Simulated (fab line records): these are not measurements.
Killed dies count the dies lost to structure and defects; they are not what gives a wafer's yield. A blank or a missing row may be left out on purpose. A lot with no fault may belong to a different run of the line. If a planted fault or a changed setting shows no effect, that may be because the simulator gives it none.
Chamber matching ; flow n5Finfet ; N5_SDB_HM_OPEN_20 on rieDiel-06: 4 sister chambers
The step chemistry CH3F/O2, target SiNx, stops on poly-Si, target depth 24 nm. 8 wafers are shown with their chamber, then 7 later ones without.

WAFERS, EACH WITH ITS CHAMBER
wafer;chamber;drypumpMotorCurrentA (A);showerheadPlenumPTorr (Torr)
L078.2;1;6.5;2.05
L078.5;3;5.4;1.99
L085.6;3;5.4;1.98
L086.2;2;5.7;1.96
L086.3;0;6.1;1.96
L086.6;1;6.5;2.04
L089.1;0;6.2;1.96
L089.2;2;5.7;1.96

WAFERS WITHOUT THEIR CHAMBER
wafer;drypumpMotorCurrentA (A);showerheadPlenumPTorr (Torr)
L089.6;5.7;1.96
L096.3;5.4;1.98
L096.4;5.7;1.95
L096.5;5.7;1.95
L097.2;6.5;2.04
L097.4;6.2;1.95
L097.5;6.5;2.04

EACH ONE'S CHAMBER
wafer;from the rows above;in truth
L089.6;2;2
L096.3;3;3
L096.4;2;2
L096.5;2;2
L097.2;1;1
L097.4;0;0
L097.5;1;1
Correct placement for 7 of the 7. Number that these rows cannot place: 0. Wrongly placed: 0.
How it was worked out, from the rows above alone: a wafer's distance from a chamber is the root of the sum, over the readings, of the square of ((its reading less the chamber's mean) divided by the reading's scatter). If the next closest chamber is less than 2 further off than the closest, the wafer can't be placed; otherwise it belongs to the closest. The mean given for a chamber averages the wafers shown for that chamber. The scatter is the square root of a quotient: the sum, over the shown wafers, of each reading's squared deviation from its chamber's mean, divided by wafers minus chambers.
